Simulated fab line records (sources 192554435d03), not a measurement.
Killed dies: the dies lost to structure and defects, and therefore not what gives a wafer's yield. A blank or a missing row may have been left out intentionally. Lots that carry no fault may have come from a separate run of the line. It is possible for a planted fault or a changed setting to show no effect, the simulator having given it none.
Code-filled problem report in 8D (eight disciplines) form    flow n5-finfet    the parts of the form that need people (team, actions taken, sign-off) are left out

1. PROBLEM STATEMENT
Mean of run-length-s at N5_BEOL_M3_CVD_47: 190.4 s across 3 wafers in 3 lots; on wafers with no fault it is 246.6 s (standard deviation 0.39). So: -99 or more standard deviations from the usual mean.
The step: deposits Co from CCTBA/H2, target thk 3 nm, time 223.8 s.
Seen first at day 8 18:55 on cvd-co-01, wafer L583.4. The record has a number at this step for 29 wafers belonging to 10 lots. The rule behind "out" and "out of limits": a value lying over 4 standard deviations away from the usual mean. All remaining wafers that have a number are taken as sound.

2. WHAT IT IS; WHAT IT IS NOT
question                     is                      is not
which readings at this step  run-length-s            -
which lots                   L583, L585, L586        L578, L579, L592, L597, L598, L599, L600
which wafers of those lots   L583.4, L585.1, L586.1  L583.2, L583.3, L585.3, L585.6, L586.6
read on which tools          cvd-co-01               cvd-co-02
when                         from day 8 18:55        up to then (8 sound wafers); but 18 sound wafers of L585, L586, L592, L597, L598, L599, L600 came after

3. THE SUSPECTS, EACH WITH WHAT RULES IT OUT
Counting: if a tool at a process step up to the reading ran every lot that is out, it stays a suspect. Sound lots after the first of them don't rule it out here, since some wafers of a struck lot are sound.
- cvd-co-01 at N5_BEOL_M3_CVD_47 (deposits Co from CCTBA/H2, target thk 3 nm, time 223.8 s): kept. It processed each lot that is out (first: L583, day 8 18:55); up to then, its last sound lot is L579 (day 7 19:01). Its own run-length-s readings are out on those wafers.
The count leaves cvd-co-01 at N5_BEOL_M3_CVD_47.

4. THE CAUSE (what the simulator had put in)
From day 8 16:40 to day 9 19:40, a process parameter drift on cvd-co-01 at N5_BEOL_M3_CVD_47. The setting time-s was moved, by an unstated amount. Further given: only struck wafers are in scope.
Counting left only this tool.

5. SEQUENCE OF EFFECTS, ordered by route
Each row: a reading where the mean over the struck wafers with a number is more than 3 standard deviations away from the usual. Scope: only readings with a usual standard deviation given in the record; hours: median across lots of the time from each lot's start at the first step in this table that gives one to its start at this step; sigmas: change in usual standard deviations.
hours  step               reading       usual    on struck wafers  change  sigmas
0      N5_BEOL_M3_CVD_47  run-length-s  246.6 s  190.4             -56.2   -99 or more
Here are the process steps it includes:
- N5_BEOL_M3_CVD_47: deposits Co from CCTBA/H2, target thk 3 nm, time 223.8 s.
Later measuring or inspecting steps at which every struck wafer that the step has a row for has a number for every such reading, and none has moved that far: N5_BEOL_M4_RC_MEAS_101.

6. HOW IT WOULD HAVE BEEN CAUGHT EARLIER
In this record the first reading out of limits was taken at day 8 18:55, 2 hours after the fault began at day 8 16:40.
